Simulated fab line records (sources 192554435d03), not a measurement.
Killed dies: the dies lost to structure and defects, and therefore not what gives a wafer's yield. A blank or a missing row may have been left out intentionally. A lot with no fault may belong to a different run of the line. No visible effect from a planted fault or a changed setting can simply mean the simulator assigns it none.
Chamber matching + flow n5_finfet + 4 sister chambers for N5_FIN_SAQP_SPACER1_ETCHBACK_25 on rie_diel-04
The step etches SiO2 in CHF3/O2, target depth 24.4 nm, time 12.2 s. 24 wafers are shown with their chamber, then 12 later ones without.

== WAFERS, EACH WITH ITS CHAMBER ==
| wafer  | chamber | drypump_motor_current_A (A) | showerhead_plenum_p_Torr (Torr) | rf_vpp_V (V) |
|--------|---------|-----------------------------|---------------------------------|--------------|
| L074.1 | 0       | 6.1                         | 2.29                            | 522          |
| L074.3 | 1       | 5.6                         | 2.37                            | 524          |
| L074.5 | 3       | 5.1                         | 2.49                            | 527          |
| L075.2 | 1       | 5.6                         | 2.37                            | 524          |
| L075.4 | 3       | 5.1                         | 2.49                            | 526          |
| L075.5 | 0       | 6.1                         | 2.29                            | 521          |
| L078.4 | 0       | 6.1                         | 2.29                            | 522          |
| L078.5 | 1       | 5.6                         | 2.37                            | 524          |
| L078.6 | 2       | 5.1                         | 2.41                            | 522          |
| L080.3 | 3       | 5.1                         | 2.48                            | 527          |
| L080.4 | 2       | 5.2                         | 2.40                            | 520          |
| L080.5 | 3       | 5.1                         | 2.48                            | 527          |
| L081.1 | 3       | 5.1                         | 2.48                            | 525          |
| L081.2 | 0       | 6.1                         | 2.29                            | 521          |
| L081.4 | 2       | 5.1                         | 2.40                            | 520          |
| L084.4 | 1       | 5.6                         | 2.36                            | 524          |
| L084.5 | 0       | 6.1                         | 2.28                            | 520          |
| L084.6 | 2       | 5.1                         | 2.40                            | 522          |
| L085.1 | 2       | 5.2                         | 2.40                            | 521          |
| L085.2 | 1       | 5.6                         | 2.36                            | 525          |
| L085.6 | 1       | 5.7                         | 2.36                            | 525          |
| L088.2 | 0       | 6.1                         | 2.28                            | 522          |
| L088.5 | 0       | 6.1                         | 2.28                            | 520          |
| L088.6 | 1       | 5.6                         | 2.36                            | 524          |

SIGNATURES (means of the wafers above)
| reading                  | chamber 0 | chamber 1 | chamber 2 | chamber 3 | scatter within a chamber |
|--------------------------|-----------|-----------|-----------|-----------|--------------------------|
| drypump_motor_current_A  | 6.100     | 5.614     | 5.140     | 5.100     | 0.0321                   |
| showerhead_plenum_p_Torr | 2.2857    | 2.3643    | 2.4020    | 2.4840    | 0.00521                  |
| rf_vpp_V                 | 521.14    | 524.29    | 521.00    | 526.40    | 0.821                    |
Rule: distance of a wafer from a chamber = root of the sum over the readings of ((wafer's reading minus chamber's mean) / reading's scatter) squared. The wafer belongs to the nearest chamber; if the next one is less than 2 further off, it can't be placed. The scatter: take each reading less its chamber's mean, square it, sum over the shown wafers, divide by the number of wafers less the number of chambers, and take the root.

== WAFERS WHOSE CHAMBER IS MISSING ==
| wafer  | drypump_motor_current_A (A) | showerhead_plenum_p_Torr (Torr) | rf_vpp_V (V) |
|--------|-----------------------------|---------------------------------|--------------|
| L089.1 | 5.1                         | 2.48                            | 528          |
| L089.2 | 5.2                         | 2.40                            | 522          |
| L089.3 | 5.6                         | 2.36                            | 524          |
| L091.1 | 5.6                         | 2.36                            | 524          |
| L091.2 | 6.1                         | 2.28                            | 520          |
| L091.3 | 5.1                         | 2.47                            | 525          |
| L093.1 | 5.1                         | 2.47                            | 527          |
| L093.4 | 5.6                         | 2.36                            | 523          |
| L093.5 | 5.2                         | 2.39                            | 520          |
| L095.4 | 5.1                         | 2.47                            | 524          |
| L095.5 | 5.5                         | 2.36                            | 523          |
| L095.6 | 6.1                         | 2.27                            | 520          |

== THE CHAMBER EACH PASSED THROUGH ==
| wafer  | from the rows above | in truth |
|--------|---------------------|----------|
| L089.1 | 3                   | 3        |
| L089.2 | 2                   | 2        |
| L089.3 | 1                   | 1        |
| L091.1 | 1                   | 1        |
| L091.2 | 0                   | 0        |
| L091.3 | 3                   | 3        |
| L093.1 | 3                   | 3        |
| L093.4 | 1                   | 1        |
| L093.5 | 2                   | 2        |
| L095.4 | 3                   | 3        |
| L095.5 | 1                   | 1        |
| L095.6 | 0                   | 0        |
Correctly placed: 12 of 12. Left unplaced by these rows: 0. Number placed wrongly: 0.
